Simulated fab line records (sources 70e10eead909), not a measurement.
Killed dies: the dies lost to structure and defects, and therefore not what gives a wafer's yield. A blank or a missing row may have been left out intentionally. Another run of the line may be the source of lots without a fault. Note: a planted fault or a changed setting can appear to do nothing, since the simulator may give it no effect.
Struck lot and sound lot, side by side / flow nandHarc / 15 steps out of a route of 1302
Sound: these wafers, L725.1, L725.2, L725.5. Wafers struck: L730.1, L730.2, L730.6. Last of all comes the cause.
At each step with rows: each side's tool, then ch and its chambers, then its first start. Under that, the readings that differ: sound wafers / struck wafers / difference of the means / sigmas: that difference in standard deviations of wafers without a fault.
alike: words and numbers the same on both sides, and readings whose means are apart by under 2 such deviations; not compared: readings that were withheld, readings missing a value for some wafer, numbers with overlapping values and no deviation given by the record, and bounds like >300 which may hide the same value.
Wherever a step has rows on one side only, a row that says differs or no value, or a row with sigmas, the two part there. Numbers that don't overlap but have no deviation are shown without sigmas and don't part them. A reading that every wafer of one side lacks parts them only if that side has two wafers or more.

NHARC_A_DECK1_JOINT_CMP_02: polishes SiOx.
  sound on cmp-01 ch 0,1,3, day 16 16:56; struck on cmp-03 ch 0,2,3, day 18 11:28
  alike: motorCurrentA
after that, 1 step had no rows for these wafers: NHARC_A_DECK1_JOINT_SRD_15.
NHARC_A_DECK1_JOINT_DEP_16: deposits SiO2, target thk 45 nm.
  sound on pecvd-04 ch 0,2, day 16 17:20; struck on pecvd-03 ch 0,1,2, day 18 11:49
  alike: heaterPowerOuterW, heaterPowerW, throttleValvePct
  not compared: sinceWetCleanH
NHARC_A_DECK1_JOINT_THK_MEAS_17: measures by ellipsometry.
  sound on filmMetro-01, day 16 17:35; struck on filmMetro-02, day 18 12:05
  alike: thkNm
NHARC_A_DECK1_JOINT_INSPECT_05:
  sound on defectInspect-02, day 16 17:38; struck on defectInspect-02, day 18 12:07
  alike: rawDefectCount
after that, 1 step with no rows for these wafers: NHARC_A_ONON_D2_DEP_00 (target thk 1000 nm).
NHARC_A_ONON_D2_THK_MEAS_02: measures by ellipsometry.
  sound on filmMetro-01, day 16 18:17; struck on filmMetro-01, day 18 12:42
  alike: thkNm
after that, 1 step with no rows for these wafers: NHARC_A_ONON_D2_DEP_03 (target thk 1000 nm).
NHARC_A_ONON_D2_THK_MEAS_05: measures by ellipsometry.
  sound on filmMetro-01, day 16 18:53; struck on filmMetro-02, day 18 13:16
  alike: thkNm
after that, 1 step with no rows for these wafers: NHARC_A_ONON_D2_DEP_06 (target thk 1000 nm).
NHARC_A_ONON_D2_THK_MEAS_08: measures by ellipsometry.
  sound on filmMetro-01, day 16 19:28; struck on filmMetro-02, day 18 13:50
  alike: thkNm
NHARC_A_ONON_D2_DEP_09: target thk 1000 nm.
  sound on pecvdOnon-01 ch 0, day 16 19:31; struck on pecvdOnon-01 ch 0, day 18 13:53
NHARC_A_ONON_D2_THK_MEAS_11: measures by ellipsometry.
  sound on filmMetro-01, day 16 20:02; struck on filmMetro-01, day 18 14:25
reading=thkNm (nm); sound=992 990 990; struck=1045 1045 1042; difference=+53; sigmas=+7
after that, 1 step with no rows for these wafers: NHARC_A_ONON_D2_DEP_12 (target thk 1000 nm).
-- the record jumps here: 13 days lie between the struck wafers' starts before and after (it left off in module A_ONON_D2 and takes up again in module END, whose first step shown is number 1302 of the route) --
NHARC_END_SORT_01:
  at this point the record logs the struck wafers (prober-01 ch 0, day 31 09:02) and has no rows for the sound ones

WHERE THEY PART
First at NHARC_A_ONON_D2_THK_MEAS_11; last, within this record, at NHARC_END_SORT_01.

WHY: the cause the simulator had injected
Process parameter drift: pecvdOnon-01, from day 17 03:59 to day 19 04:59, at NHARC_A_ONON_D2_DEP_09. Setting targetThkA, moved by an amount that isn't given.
